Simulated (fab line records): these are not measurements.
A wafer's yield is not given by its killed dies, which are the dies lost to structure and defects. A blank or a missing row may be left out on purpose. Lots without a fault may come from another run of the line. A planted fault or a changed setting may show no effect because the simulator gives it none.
Matching of chambers :: flow nandHarc :: 3 sister chambers for NHARC_A_STAIRCASE_DEP_325 on pecvd-02
The step deposits SiO2, target thk 3800 nm. 16 wafers are shown with their chamber, then 8 later ones without.

== WAFERS, EACH WITH ITS CHAMBER ==
wafer: L074.1
chamber: 2
heaterPowerW (W): 717

wafer: L074.5
chamber: 1
heaterPowerW (W): 592

wafer: L074.6
chamber: 2
heaterPowerW (W): 644

wafer: L079.1
chamber: 1
heaterPowerW (W): 637

wafer: L079.2
chamber: 0
heaterPowerW (W): 727

wafer: L079.3
chamber: 2
heaterPowerW (W): 766

wafer: L083.4
chamber: 1
heaterPowerW (W): 592

wafer: L083.5
chamber: 0
heaterPowerW (W): 635

wafer: L083.6
chamber: 2
heaterPowerW (W): 630

wafer: L089.3
chamber: 1
heaterPowerW (W): 738

wafer: L089.4
chamber: 2
heaterPowerW (W): 656

wafer: L089.6
chamber: 0
heaterPowerW (W): 637

wafer: L090.1
chamber: 0
heaterPowerW (W): 719

wafer: L090.5
chamber: 2
heaterPowerW (W): 631

wafer: L090.6
chamber: 0
heaterPowerW (W): 638

wafer: L094.2
chamber: 1
heaterPowerW (W): 722

SIGNATURES (means of the wafers above)
reading: heaterPowerW
chamber 0: 671.20
chamber 1: 656.20
chamber 2: 674.00
scatter within a chamber: 58.1
Rule: for a wafer and a chamber, the distance is found by dividing, reading by reading, the gap between the wafer's reading and the chamber's mean by the reading's scatter, squaring, summing and taking the root. The wafer belongs to the nearest chamber; if the next one is less than 2 further off, it can't be placed. The scatter: take each reading less its chamber's mean, square it, sum over the shown wafers, divide by the number of wafers less the number of chambers, and take the root.

== WAFERS WITHOUT THEIR CHAMBER ==
wafer: L094.3
heaterPowerW (W): 746

wafer: L094.6
heaterPowerW (W): 631

wafer: L092.1
heaterPowerW (W): 788

wafer: L092.5
heaterPowerW (W): 643

wafer: L092.6
heaterPowerW (W): 605

wafer: L097.3
heaterPowerW (W): 634

wafer: L097.5
heaterPowerW (W): 642

wafer: L097.6
heaterPowerW (W): 632

== WHICH CHAMBER EACH ONE RAN IN ==
wafer: L094.3
from the rows above: can't be placed: 2 or 0 or 1
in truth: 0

wafer: L094.6
from the rows above: can't be placed: 1 or 0 or 2
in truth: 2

wafer: L092.1
from the rows above: can't be placed: 2 or 0 or 1
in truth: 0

wafer: L092.5
from the rows above: can't be placed: 1 or 0 or 2
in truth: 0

wafer: L092.6
from the rows above: can't be placed: 1 or 0 or 2
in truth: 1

wafer: L097.3
from the rows above: can't be placed: 1 or 0 or 2
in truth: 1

wafer: L097.5
from the rows above: can't be placed: 1 or 0 or 2
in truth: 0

wafer: L097.6
from the rows above: can't be placed: 1 or 0 or 2
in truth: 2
Placed correctly: 0 of 8. Not placeable from these rows: 8 (in 8, the candidates include the true chamber). Wrongly placed: 0.
